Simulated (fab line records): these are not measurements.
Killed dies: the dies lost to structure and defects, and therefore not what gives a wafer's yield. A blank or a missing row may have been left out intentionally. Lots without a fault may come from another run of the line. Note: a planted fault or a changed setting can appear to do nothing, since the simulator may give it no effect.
Matching of chambers :: flow n5-finfet :: pecvd-03 running N5_BEOL_M1_ILD_DEP_00: 3 sister chambers
The step deposits SiOC from DEMS/O2, target thk 79 nm, time 15.3 s. 20 wafers are shown with their chamber, then 10 later ones without.

## WAFERS PAIRED WITH THEIR CHAMBERS
wafer: L075.2
chamber: 1
throttle-valve-pct (%): 12.0
heater-power-w (W): 508
showerhead-plenum-p-Torr (Torr): 5.688

wafer: L075.3
chamber: 2
throttle-valve-pct (%): 11.0
heater-power-w (W): 376
showerhead-plenum-p-Torr (Torr): 5.711

wafer: L075.6
chamber: 2
throttle-valve-pct (%): 11.2
heater-power-w (W): 386
showerhead-plenum-p-Torr (Torr): 5.704

wafer: L078.1
chamber: 0
throttle-valve-pct (%): 12.4
heater-power-w (W): 515
showerhead-plenum-p-Torr (Torr): 5.690

wafer: L078.2
chamber: 2
throttle-valve-pct (%): 11.4
heater-power-w (W): 365
showerhead-plenum-p-Torr (Torr): 5.705

wafer: L078.5
chamber: 1
throttle-valve-pct (%): 12.2
heater-power-w (W): 592
showerhead-plenum-p-Torr (Torr): 5.697

wafer: L079.1
chamber: 2
throttle-valve-pct (%): 11.1
heater-power-w (W): 443
showerhead-plenum-p-Torr (Torr): 5.720

wafer: L079.5
chamber: 0
throttle-valve-pct (%): 12.4
heater-power-w (W): 512
showerhead-plenum-p-Torr (Torr): 5.689

wafer: L079.6
chamber: 2
throttle-valve-pct (%): 11.1
heater-power-w (W): 446
showerhead-plenum-p-Torr (Torr): 5.728

wafer: L081.3
chamber: 2
throttle-valve-pct (%): 11.4
heater-power-w (W): 466
showerhead-plenum-p-Torr (Torr): 5.708

wafer: L081.4
chamber: 1
throttle-valve-pct (%): 12.3
heater-power-w (W): 592
showerhead-plenum-p-Torr (Torr): 5.707

wafer: L081.5
chamber: 0
throttle-valve-pct (%): 12.1
heater-power-w (W): 497
showerhead-plenum-p-Torr (Torr): 5.690

wafer: L082.1
chamber: 0
throttle-valve-pct (%): 12.5
heater-power-w (W): 438
showerhead-plenum-p-Torr (Torr): 5.694

wafer: L082.3
chamber: 2
throttle-valve-pct (%): 11.0
heater-power-w (W): 458
showerhead-plenum-p-Torr (Torr): 5.725

wafer: L082.4
chamber: 2
throttle-valve-pct (%): 11.2
heater-power-w (W): 463
showerhead-plenum-p-Torr (Torr): 5.703

wafer: L084.2
chamber: 2
throttle-valve-pct (%): 11.2
heater-power-w (W): 412
showerhead-plenum-p-Torr (Torr): 5.715

wafer: L084.4
chamber: 2
throttle-valve-pct (%): 11.0
heater-power-w (W): 415
showerhead-plenum-p-Torr (Torr): 5.715

wafer: L084.5
chamber: 1
throttle-valve-pct (%): 11.8
heater-power-w (W): 574
showerhead-plenum-p-Torr (Torr): 5.706

wafer: L086.2
chamber: 0
throttle-valve-pct (%): 12.7
heater-power-w (W): 473
showerhead-plenum-p-Torr (Torr): 5.697

wafer: L086.4
chamber: 2
throttle-valve-pct (%): 11.1
heater-power-w (W): 440
showerhead-plenum-p-Torr (Torr): 5.714

SIGNATURES, as means of the wafers listed above
reading: throttle-valve-pct
chamber 0: 12.420
chamber 1: 12.075
chamber 2: 11.155
scatter within a chamber: 0.179

reading: heater-power-w
chamber 0: 487.00
chamber 1: 566.50
chamber 2: 424.55
scatter within a chamber: 35.9

reading: showerhead-plenum-p-Torr
chamber 0: 5.69200
chamber 1: 5.69950
chamber 2: 5.71345
scatter within a chamber: 0.0076
Rule: a wafer's distance from a chamber is the root of the sum, over the readings, of the square of ((its reading less the chamber's mean) divided by the reading's scatter). If the next closest chamber is less than 2 further off than the closest, the wafer can't be placed; otherwise it belongs to the closest. The scatter: the root of (the sum of the squares of (reading less its chamber's mean) over the shown wafers, divided by (wafers less chambers)).

## WAFERS WITH NO CHAMBER GIVEN
wafer: L086.6
throttle-valve-pct (%): 12.6
heater-power-w (W): 472
showerhead-plenum-p-Torr (Torr): 5.688

wafer: L090.2
throttle-valve-pct (%): 11.3
heater-power-w (W): 468
showerhead-plenum-p-Torr (Torr): 5.709

wafer: L090.5
throttle-valve-pct (%): 12.6
heater-power-w (W): 572
showerhead-plenum-p-Torr (Torr): 5.695

wafer: L090.6
throttle-valve-pct (%): 11.4
heater-power-w (W): 446
showerhead-plenum-p-Torr (Torr): 5.703

wafer: L091.1
throttle-valve-pct (%): 12.5
heater-power-w (W): 426
showerhead-plenum-p-Torr (Torr): 5.698

wafer: L091.2
throttle-valve-pct (%): 12.4
heater-power-w (W): 573
showerhead-plenum-p-Torr (Torr): 5.710

wafer: L091.4
throttle-valve-pct (%): 12.1
heater-power-w (W): 427
showerhead-plenum-p-Torr (Torr): 5.684

wafer: L097.1
throttle-valve-pct (%): 12.2
heater-power-w (W): 512
showerhead-plenum-p-Torr (Torr): 5.679

wafer: L097.3
throttle-valve-pct (%): 11.3
heater-power-w (W): 398
showerhead-plenum-p-Torr (Torr): 5.695

wafer: L097.4
throttle-valve-pct (%): 11.2
heater-power-w (W): 402
showerhead-plenum-p-Torr (Torr): 5.724

## EACH ONE'S CHAMBER
wafer: L086.6
from the rows above: 0
in truth: 0

wafer: L090.2
from the rows above: 2
in truth: 2

wafer: L090.5
from the rows above: can't be placed: 0 or 1
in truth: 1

wafer: L090.6
from the rows above: 2
in truth: 2

wafer: L091.1
from the rows above: 0
in truth: 0

wafer: L091.2
from the rows above: can't be placed: 1 or 0
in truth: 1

wafer: L091.4
from the rows above: can't be placed: 0 or 1
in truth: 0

wafer: L097.1
from the rows above: can't be placed: 0 or 1
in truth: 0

wafer: L097.3
from the rows above: 2
in truth: 2

wafer: L097.4
from the rows above: 2
in truth: 2
Correct placement for 6 of the 10. Not placeable from these rows: 4 (in 4, the candidates include the true chamber). 0 placed wrongly.
